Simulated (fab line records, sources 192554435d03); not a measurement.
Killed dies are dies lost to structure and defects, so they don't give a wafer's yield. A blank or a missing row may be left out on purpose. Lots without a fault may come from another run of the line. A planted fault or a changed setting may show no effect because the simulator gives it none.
fab line records | flow n5_finfet
record lots=4 wafers=12 last_day=17
route steps=1938 shown FIN_CUT@162 STI_FIN_REVEAL@183 BEOL_M4@1111 PASSIVATION@1936
lots that met no fault: from a run of the same line without faults
start_h: hours from the record's first day to the start of the lot's first wafer shown | wait_h: hours since the lot's step before | " the same as in the row above | L1.1+2: a row that stands for several wafers | - no value, or no start given | * or withheld: withheld | < > ~ a bound
route shown NAME@n: a module of which the file shows steps, and the number in the route of the first | usual: mean/standard deviation of fault-free wafers | same: alike in all rows | chamber/n: place in a boat | sites: the reading at each site | _std_site: their standard deviation | _edge_site: outer sites' mean less inner sites' | radius_mm: how far each site lies from the wafer's centre | mask NAME#n: copy n | behind: the tool/chamber that last shaped the wafer | hold: why the lot was held/for how many hours/how that ended | device: the transistor (n, p or np) that didn't switch | end of line: the same wafers' tests at the end of the route | a step without rows: its recipe alone | killed: dies lost to structure and defects at the first sort, not the wafer's yield | map: a wafer's dies, x killed, . not, _ none there
set.NAME: the setting as run; set.NAME@STEP: as run at that earlier step | model.NAME: the simulator's own value behind a step, which no gauge read
lots at some steps of the route; a table a step, a row a wafer
services: from which hour (start_h, from the record's first day; less than 0 if before it) a tool's chamber was out of use, for how many hours, and why
## steps
# step N5_FIN_CUT_DEVELOP_07
# recipe develop_time_s=30 developer=TMAH resist=CAR-EUV rinse_liquid=surfactant_rinse dry=air_spin dev_temp_c=23
# step N5_FIN_CUT_DESCUM_13
# recipe chemistry=O2 time_s=7 source_power_w=50 bias_power_w=20 pressure_mtorr=20 rf_frequency_hz=2.712e+07 temp_c=40 resist=CAR-EUV o2_flow_sccm=225
# step N5_FIN_CUT_ETCH_30
# recipe chemistry=N2/H2 target=underlayer target_depth_a=130 mask_material=CAR-EUV time_s=10.4 ion_energy_ev=200 pressure_mtorr=30 source_w=840 bias_w=150 n2_flow_sccm=200 h2_flow_sccm=200 ends=cleared
# step N5_FIN_CUT_ETCH_20
# recipe chemistry=CF4 target=SiARC target_depth_a=260 mask_material=CAR-EUV time_s=43.3 ion_energy_ev=80 pressure_mtorr=40 source_w=545 bias_w=36 Ar_flow_sccm=100 cf4_flow_sccm=100 ends=cleared
# step N5_FIN_CUT_ETCH_21
# recipe chemistry=N2/H2 target=SOC target_depth_a=2190 overetch_a=438 mask_material=SiARC temp_c=40 ion_energy_ev=100 bias_w=61 time_s=523.5 pressure_mtorr=30 source_w=850 n2_flow_sccm=200 h2_flow_sccm=200
# step N5_FIN_CUT_STRIP_23
# recipe chemistry=N2/H2 temp_c=40 n2_flow_sccm=200 h2_flow_sccm=200 rf_frequency_hz=6e+07
# step N5_FIN_CUT_STRIP_31
# recipe chemistry=N2/H2 temp_c=40 n2_flow_sccm=200 h2_flow_sccm=200 rf_frequency_hz=6e+07
# step N5_FIN_CUT_STRIP_24
# recipe chemistry=CF4 resist=SiARC power_w=300 bias_power_w=75 pressure_mtorr=50 cf4_flow_sccm=150 rf_frequency_hz=6e+07
# step N5_FIN_CUT_CUT_ETCH_26
# recipe chemistry=CH3F/O2 target=SiNx target_depth_a=390 mask_material=SOC time_s=55.7 pressure_mtorr=30 source_w=395 bias_w=73 Ar_flow_sccm=150 CH3F_flow_sccm=30 O2_flow_sccm=20 ion_energy_ev=120
# step N5_FIN_CUT_CUT_ETCH_27
# recipe chemistry=CHF3/O2 target=SiO2 target_depth_a=40 mask_material=SOC overetch_a=20 time_s=4.9 pressure_mtorr=30 source_w=650 bias_w=170 Ar_flow_sccm=200 CHF3_flow_sccm=50 O2_flow_sccm=5 ion_energy_ev=200
# usual drypump_motor_current_A=5.6/0.43 mfc_ar_sccm=200.1/0.6 oes_product_au=0.62/0.068 rf_vpp_V=525/6 showerhead_plenum_p_Torr=2.43/0.07 throttle_valve_pct=18.81/0.16
# columns lot.wafer tool chamber start_h wait_h drypump_motor_current_A mfc_ar_sccm oes_product_au rf_hours_counter_h rf_vpp_V showerhead_plenum_p_Torr throttle_valve_pct
L333.2 rie_diel-04 2 81.51 0.0 6.4 200.6 0.73 18 531 2.46 18.82
L333.3 " 0 " " 5.9 200.0 0.63 105 519 2.44 18.69
L333.4 " 0 " " 5.9 199.4 0.63 - 518 2.44 18.68
L334.1 rie_diel-04 2 87.28 0.0 6.4 200.6 0.73 20 531 2.46 18.81
L334.4 " 0 " " 5.9 201.0 0.63 - 518 2.44 18.70
L334.6 " 2 " " 6.3 200.4 0.72 - 530 2.46 18.83
L340.2 rie_diel-02 3 126.09 0.0 5.2 199.4 0.57 155 533 2.51 19.06
L340.4 " 2 " " 5.6 199.1 0.61 146 522 2.40 18.58
L340.6 " 0 " " 5.4 200.0 0.55 - 521 2.27 18.78
L344.2 rie_diel-02 0 148.61 0.0 5.3 200.3 0.55 246 518 2.27 18.80
L344.3 " 3 " " 5.2 200.8 0.57 162 532 2.51 19.07
L344.4 " 1 " " 4.9 200.1 0.55 - 520 2.47 18.88
# step N5_FIN_CUT_PRECLEAN_35
# recipe time_s=13.3 temp_c=45 pressure_torr=125 p_hf_torr=3 p_coreactant_torr=25 chemistry=vHF
# step N5_FIN_CUT_CUT_ETCH_15
# recipe chemistry=HBr/Cl2/O2 target=Si target_depth_a=1000 bt_time_s=10 mask_material=SOC time_s=42.4 ion_energy_ev=* bias_w=* pressure_mtorr=10 icp_w=800 HBr_flow_sccm=150 Cl2_flow_sccm=80 O2_flow_sccm=12
# step N5_FIN_CUT_CUT_ETCH_28
# recipe chemistry=HBr/Cl2/O2 target=Si target_depth_a=60 mask_material=SOC time_s=2.4 ion_energy_ev=* bias_w=* pressure_mtorr=10 icp_w=800 HBr_flow_sccm=150 Cl2_flow_sccm=80 O2_flow_sccm=12
# step N5_FIN_CUT_STRIP_22
# recipe chemistry=N2/H2 power_w=500 temp_c=40 pressure_mtorr=50 rf_frequency_hz=6e+07 overash_fraction=0.3 bias_power_w=8 h2_frac=0.5 n2_flow_sccm=300 h2_flow_sccm=300
# step N5_FIN_CUT_PRECLEAN_36
# recipe chemistry=O3/DIW time_s=60 temp_c=22 o3_ppm=10
# step N5_FIN_CUT_SRD_32
# recipe dry=ipa_marangoni time_s=30 temp_c=23 rinse_liquid=diw
# step N5_FIN_CUT_UV_OZONE_34
# recipe time_s=120 pressure_torr=760 temp_c=25
# step N5_FIN_CUT_INSPECT_17
# recipe inspect_instrument=brightfield mode=aei
# usual raw_defect_count=241/68
# columns lot.wafer tool chamber start_h wait_h raw_defect_count
L333.2 defect_inspect-02 - 82.00 0.0 247
L333.3 " - " " 1800
L333.4 " - " " 1596
L334.1 defect_inspect-02 - 87.71 0.0 159
L334.4 " - " " 1516
L334.6 " - " " 149
L340.2 defect_inspect-01 - 126.52 0.0 252
L340.4 " - " " 274
L340.6 " - " " 284
L344.2 defect_inspect-02 - 149.04 0.0 176
L344.3 " - " " 180
L344.4 " - " " 262
# step N5_STI_FIN_REVEAL_ALD_00
# recipe material=SiO2 target_thk_a=10 temp_c=300 ald_precursor_family=BDEAS ald_co_reactant=O2-plasma pulse_time_s=1 pressure_torr=2
# step N5_BEOL_M4_RC_MEAS_101
# usual DIBL_N=35.7/1.5 DIBL_P=35.7/2 IOFF_N=0.155/0.026 IOFF_P=0.20/0.031 ION_N=675/11 ION_P=462/7.1 SS_N=71.3/0.57 SS_P=73.1/0.56 VT_N=250/3 VT_P=-251/3
# columns lot.wafer tool chamber start_h wait_h DIBL_N[mV/V] DIBL_P[mV/V] IOFF_N[nA/um] IOFF_P[nA/um] ION_N[uA/um] ION_P[uA/um] SS_N[mV/dec] SS_P[mV/dec] VT_N[mV] VT_P[mV]
L333.2 prober-01 0 224.79 0.2 35.0 34.1 0.126 0.16 673 459 70.8 72.6 252 -257
L333.3 " 0 " " 36.4 34.8 0.162 0.18 666 448 71.4 73.7 251 -254
L333.4 " 0 " " 36.8 35.1 0.168 0.18 688 460 71.4 72.8 249 -255
L334.1 prober-01 0 232.30 0.0 36.0 35.8 0.142 0.18 674 460 71.3 73.3 252 -256
L334.4 " 0 " " 36.2 37.0 0.152 0.18 675 461 71.4 74.2 251 -254
L334.6 " 0 " " 34.4 34.1 0.125 0.15 670 463 70.6 72.5 252 -255
L340.2 prober-01 0 277.89 0.2 39.6 39.1 0.210 0.26 682 469 72.1 75.0 248 -248
L340.4 " 0 " " 37.9 36.8 0.171 0.22 675 469 72.6 73.8 246 -250
L340.6 " 0 " " 35.7 34.8 0.146 0.19 683 464 72.1 72.7 250 -252
L344.2 prober-01 0 305.52 0.2 32.7 33.4 0.113 0.16 666 452 70.4 72.4 254 -254
L344.3 " 0 " " 34.7 35.0 0.136 0.18 669 454 71.8 72.3 251 -252
L344.4 " 0 " " 34.4 34.9 0.138 0.17 670 448 70.7 72.6 251 -254
# step N5_PASSIVATION_PROBE_49
# usual defect_limited_yield=91.4/1.5 killed_at_M0_to_M3=34/10 killed_at_M4_up=15/6 killed_at_contacts=12/6 killed_at_front_end=37/11 killed_at_other=3.3/2.8 killed_dies=101/18 killed_open=66/14 killed_short=33/7.8 sort_bin_5_function=5.0/0.97 sort_bin_6_memory=3.2/0.72 sort_n_pass=1079/18 sort_yield_pct=91.4/1.5
# same gross_dies=1180 killed_at_back_side=0 sort_bin_4_leakage[%]=0 sort_bin_8_speed[%]=0
# columns lot.wafer tool chamber start_h wait_h defect_limited_yield[%] killed_at_M0_to_M3 killed_at_M4_up killed_at_contacts killed_at_front_end killed_at_other killed_dies killed_open killed_short sort_bin_5_function[%] sort_bin_6_memory[%] sort_n_pass sort_yield_pct[%]
L333.2 prober-02 - 323.84 0.1 92.5 36 20 3 26 3 88 54 33 4.3 3.0 1092 92.5
L333.3 prober-02 - 323.89 0.1 80.7 24 19 2 179 4 228 38 30 12.1 3.2 952 80.7
L333.4 prober-02 - 323.94 0.2 80.3 29 19 6 178 1 233 47 31 12.1 3.3 947 80.3
L334.4 prober-01 - 334.02 0.2 81.0 25 8 12 178 1 224 37 19 11.7 2.6 956 81.0
L340.2 prober-01 - 385.71 0.1 94.2 28 6 7 25 2 68 45 22 4.0 1.8 1112 94.2
L340.4 prober-01 - 385.81 0.2 94.1 23 12 4 31 0 70 48 22 3.6 2.0 1110 94.1
L340.6 prober-01 - 385.91 0.3 94.0 15 12 9 35 0 71 47 24 3.5 2.4 1109 94.0
# killed by level:class
L333.2 FIN_SAQP:geometric_particle:short=9 BEOL_M0_SAQP:geometric_particle:short=8 BEOL_M4:geometric_particle:open=7 BEOL_M1:geometric_particle:open=7 BEOL_M0_SAQP:geometric_particle:open=6 STI_FIN_REVEAL:geometric_particle:open=5 BEOL_M3:geometric_particle:open=5 BEOL_M4:geometric_particle:short=4
L333.3 FIN_CUT:unspecified=157 BEOL_M4:geometric_particle:open=9 BEOL_M0_SAQP:geometric_particle:short=8 BEOL_M0_SAQP:geometric_particle:open=6 BEOL_M1:geometric_particle:open=5 STARTING-WAFER:geometric_particle:short=4 FIN_SAQP:geometric_particle:short=3 GATE_CUT:geometric_particle:short=3
L333.4 FIN_CUT:unspecified=153 BEOL_M0_SAQP:geometric_particle:short=10 FIN_SAQP:geometric_particle:short=7 BEOL_M0_SAQP:geometric_particle:open=7 BEOL_M3:geometric_particle:open=6 BEOL_M4:geometric_particle:open=6 MOL_CONTACT_COAG:geometric_particle:open=5 FIN_SAQP:geometric_particle:open=4
L334.4 FIN_CUT:unspecified=159 MOL_CONTACT_COAG:geometric_particle:open=10 BEOL_M3:geometric_particle:short=9 HKMG_FIN:area_etch=9 BEOL_M3:geometric_particle:open=6 BEOL_M0_SAQP:geometric_particle:open=5 FIN_SAQP:geometric_particle:short=4 BEOL_M2:geometric_particle:open=3
L340.2 BEOL_M0_SAQP:geometric_particle:short=8 BEOL_M0_SAQP:geometric_particle:open=8 MOL_CONTACT_COAG:geometric_particle:open=7 STI_FIN_REVEAL:geometric_particle:open=5 BEOL_M0:geometric_particle:open=5 DUMMY_GATE:geometric_particle:open=4 GATE_CUT:geometric_particle:short=3 BEOL_M5:geometric_particle:open=3
L340.4 STI_FIN_REVEAL:geometric_particle:open=8 BEOL_M0_SAQP:geometric_particle:open=6 FIN_SAQP:geometric_particle:short=5 BEOL_M1:geometric_particle:open=5 MOL_CONTACT_COAG:geometric_particle:open=4 BEOL_M0_SAQP:geometric_particle:short=4 BEOL_M2:geometric_particle:open=4 BEOL_M4:geometric_particle:open=4
L340.6 GATE_CUT:geometric_particle:open=9 MOL_CONTACT_COAG:geometric_particle:open=7 BEOL_M0_SAQP:geometric_particle:short=4 DUMMY_GATE:geometric_particle:open=4 BEOL_M0_SAQP:geometric_particle:open=4 BEOL_M4:geometric_particle:open=4 FIN_SAQP:geometric_particle:short=3 STI_FIN_REVEAL:geometric_particle:open=3
# map L333.4 (x killed, . not)
_________________...........x________________
______________.x...............x_____________
___________................x.......__________
__________.........................._________
________..x...................x......._______
_______...................x.x.....xx...______
______......x...........x..x..........x._____
_____..............x...............x.....____
____...x....x..........x............x.....___
___............x.xx........x...x...x......x__
___......x.............x........x........x.__
__x..x.xx.xxx..........x...........x......x._
__xxxx.xxxxxxx....................x..x......_
_xx.xxxxxxxxxxx.....x..xx....................
_xxxxxxxxxxxx......x.........................
_xxxxxxxxxxxxxxx......x......................
_xxxxxxxxxxxxxxx.x...................x.......
_xxxxxxxxxxxxxx.x...........x........x.......
_xxxxxxxxxxxxxxx.x........x.......x.........x
_xxxxxxxxxxxxxx.........x..............x.x...
_xxxxxxxxxxxxxx..............................
__.xxxxxxxxxx..x...........x................_
__..xxxxxxxxx..x.......x...............xx..._
___..x.xxxx...x......x.......x..x..........__
___....x...xx..............................__
____.x...................x.............x..___
_____..................x....x............____
______................................x._____
_______..........x....................x______
________.............x................_______
__________.........x...x............_________
___________..........x.............__________
______________..............x..._____________
_________________............________________
# map L334.4 (x killed, . not)
_________________..xx........________________
______________..............x..._____________
___________..........x.............__________
__________...x.x..xx.x.............._________
________.........................x.x.x_______
_______....x....x......................______
______................x.x.....x........._____
_____....................................____
____..........x.x......xx.................___
___........................................__
___.x.x.........x..........................__
__.x..xxxxxx................................_
__...xxxxxxx...x................x.x........._
_x.xxxxxxxxxxxx.........x.................x..
_xxxxxxxxxxxxx...............................
_.xxxxxxxxxxxxxxx...........x..............xx
_xxxxxxxxxxxxxxxxx.x............x............
_xxxxxxxxxxxxxx...x................xx........
_.xxxxxxxxxxxxxx.............................
_xxxxxxxxxxxxxxx.x......x...........x........
_x.xxxxxxxxxxxxx............x................
__xxxxxxxxxxxxx.x..x...................x...._
__..xxxx.xxxx..............................._
___.x.x...xxx...........x..................__
___......x........x.....x..................__
____...............x....x................x___
_____.............x............x.....x...____
______......x...................x......._____
_______xx......................x.......______
________.............x..............xx_______
__________....................x...x._________
___________.......x..........x.....__________
______________...........x......_____________
_________________x.......x...________________
## services
# columns tool chamber start_h hours kind
rie_diel-04 1 105.94 - clean
rie_diel-04 1 105.94 - consumable_replace:focus_ring
rie_diel-04 1 105.94 40.1 scheduled_down
rie_diel-04 1 105.94 40.1 vent_cycle
rie_diel-04 2 143.32 5.9 repair
rie_diel-04 - 144.48 0.2 repair
rie_diel-02 2 145.20 5.7 repair
## key
first_sign step=N5_FIN_CUT_INSPECT_17 reading=raw_defect_count direction=up sigmas=21 usual=241 struck=1637
effect step=N5_PASSIVATION_PROBE_49 reading=killed_at_front_end direction=up sigmas=13 usual=37 struck=178
more_kills_born_at N5_FIN_CUT_CUT_ETCH_27@rie_diel-04=469
met_at N5_FIN_CUT_CUT_ETCH_27
struck_wafers L333.3,L333.4,L334.4
fault kind=chamber_particle_source tool=rie_diel-04 chamber=0 onset_h=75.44 steps=N5_FIN_CUT_CUT_ETCH_27 rate_per_visit_cm2=2.1378 end_h=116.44
